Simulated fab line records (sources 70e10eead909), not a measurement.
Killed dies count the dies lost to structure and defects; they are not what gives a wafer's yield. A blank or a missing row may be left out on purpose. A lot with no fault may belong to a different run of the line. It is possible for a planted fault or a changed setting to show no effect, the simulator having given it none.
One fault through the eyes of 2 desks :: flow nandHarc :: numbers are kept per desk, each desk with only its own; the story behind them comes last

== DESK OF THE TOOL OWNER: arfiScanner-01 ==
The tool's own readings at NHARC_A_SGD_CUT_EXPOSE_06 (exposes mask SGD): means of the sampled wafers that have a number, for each lot that ran on this tool. The brackets show how far a lot's mean lies from the usual mean; more than 4 standard deviations puts the lot out of limits, marked OUT.
Columns: A = exposureDoseMJCm2 at NHARC_A_SGD_CUT_EXPOSE_06, usual 85.60; B = stageVelMmS at NHARC_A_SGD_CUT_EXPOSE_06, usual 499.96 mm/s
lot: L383
first seen here: day 20 09:31
A: 85.49
B: 499.98

lot: L388
first seen here: day 22 12:09
A: 85.65
B: 500.10

lot: L391
first seen here: day 24 00:10
A: 102.53 (+99 or more) OUT
B: 499.88

lot: L398
first seen here: day 26 20:17
A: 99.02 (+99 or more) OUT
B: 499.75

lot: L399
first seen here: day 27 12:30
A: 94.05 (+99 or more) OUT
B: 500.09
This desk finds L391, L398, L399 out of limits, L391 being first, at day 24 00:10 (exposureDoseMJCm2 at NHARC_A_SGD_CUT_EXPOSE_06). L383, L388: within limits.

== METROLOGY DESK ==
What the gauges read for every lot (on any tool): the sampled wafers with a number, averaged. The brackets show how far a lot's mean lies from the usual mean; more than 4 standard deviations puts the lot out of limits, marked OUT.
Columns: A = cdNm at NHARC_A_SGD_CUT_CD_MEAS_09, usual 100.1 nm
lot: L381
first seen here: day 19 11:31
A: 99.9

lot: L382
first seen here: day 19 23:57
A: 100.0

lot: L383
first seen here: day 20 09:40
A: 99.9

lot: L385
first seen here: day 20 18:23
A: 99.8

lot: L387
first seen here: day 21 21:31
A: 100.1

lot: L388
first seen here: day 22 12:17
A: 100.3

lot: L391
first seen here: day 24 00:18
A: 113.3 (+31) OUT

lot: L397
first seen here: day 25 21:31
A: 99.9

lot: L398
first seen here: day 26 20:25
A: 110.5 (+24) OUT

lot: L399
first seen here: day 27 12:38
A: 106.5 (+15) OUT

lot: L402
first seen here: day 27 12:53
A: 100.4

lot: L403
first seen here: day 29 00:55
A: 100.4
This desk finds L391, L398, L399 out of limits, L391 being first, at day 24 00:18 (cdNm at NHARC_A_SGD_CUT_CD_MEAS_09). L381, L382, L383, L385, L387, L388, L397, L402, L403: within limits.

== BROUGHT TOGETHER ==
On L391, L398, L399, at day 24 00:10, an alarm was possible from the tool owner's desk.
L391, L398, L399 would have let the metrology desk raise an alarm at day 24 00:18.
On arfiScanner-01, each named lot ran NHARC_A_SGD_CUT_EXPOSE_06.

== WHAT THE SIMULATOR HAD INSERTED ==
Process parameter drift: arfiScanner-01, from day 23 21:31 on, at NHARC_A_SGD_CUT_EXPOSE_06. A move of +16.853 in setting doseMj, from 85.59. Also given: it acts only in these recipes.
Lots struck among those shown: L391, L398, L399.
Time in hours from fault onset to the first out-of-limits reading at each desk: tool owner's desk 3, metrology desk 3.
